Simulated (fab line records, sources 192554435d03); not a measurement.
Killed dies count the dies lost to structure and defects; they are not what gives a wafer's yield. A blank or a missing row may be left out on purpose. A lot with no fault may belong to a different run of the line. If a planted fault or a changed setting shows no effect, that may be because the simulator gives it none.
Chamber matching + flow n5 finfet + N5_GATE_CUT_CMP_02 on cmp-04: 4 sister chambers
The step polishes, stops on SiO2, t overpolish 12.7 s, target thk 0 nm. 8 wafers are shown with their chamber, then 8 later ones without.

## EACH WAFER AND ITS CHAMBER
| wafer  | chamber | motor current A (A) | slurry flow ml min |
|--------|---------|---------------------|--------------------|
| L076.6 | 0       | 7.8                 | 150.4              |
| L084.1 | 2       | 11.0                | 151.1              |
| L084.2 | 0       | 8.1                 | 149.2              |
| L084.6 | 1       | 10.7                | 149.7              |
| L087.1 | 1       | 10.1                | 151.0              |
| L087.2 | 2       | 10.2                | 150.1              |
| L087.3 | 3       | 9.9                 | 149.2              |
| L088.2 | 3       | 9.4                 | 149.8              |

## WAFERS WITH NO CHAMBER GIVEN
| wafer  | motor current A (A) | slurry flow ml min |
|--------|---------------------|--------------------|
| L088.5 | 11.0                | 149.9              |
| L088.6 | 8.0                 | 149.8              |
| L092.2 | 10.2                | 149.6              |
| L092.4 | 10.7                | 150.3              |
| L092.5 | 7.9                 | 149.5              |
| L097.3 | 10.3                | 149.6              |
| L097.4 | 10.6                | 150.3              |
| L097.6 | 8.1                 | 149.8              |

## EACH ONE'S CHAMBER
| wafer  | from the rows above          | in truth |
|--------|------------------------------|----------|
| L088.5 | can't be placed: 2 or 1 or 3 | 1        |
| L088.6 | 0                            | 0        |
| L092.2 | can't be placed: 1 or 3 or 2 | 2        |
| L092.4 | can't be placed: 2 or 1      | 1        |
| L092.5 | 0                            | 0        |
| L097.3 | can't be placed: 1 or 2 or 3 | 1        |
| L097.4 | can't be placed: 2 or 1      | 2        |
| L097.6 | 0                            | 0        |
3 of 8 placed correctly. Not placeable from these rows: 5 (in 5, the candidates include the true chamber). 0 placed wrongly.
How it was worked out, from the rows above alone: a wafer's distance from a chamber is the root of the sum, over the readings, of the square of ((its reading less the chamber's mean) divided by the reading's scatter). If the next closest chamber is less than 2 further off than the closest, the wafer can't be placed; otherwise it belongs to the closest. Each chamber's mean is taken over the wafers shown for it. The scatter is the square root of a quotient: the sum, over the shown wafers, of each reading's squared deviation from its chamber's mean, divided by wafers minus chambers.
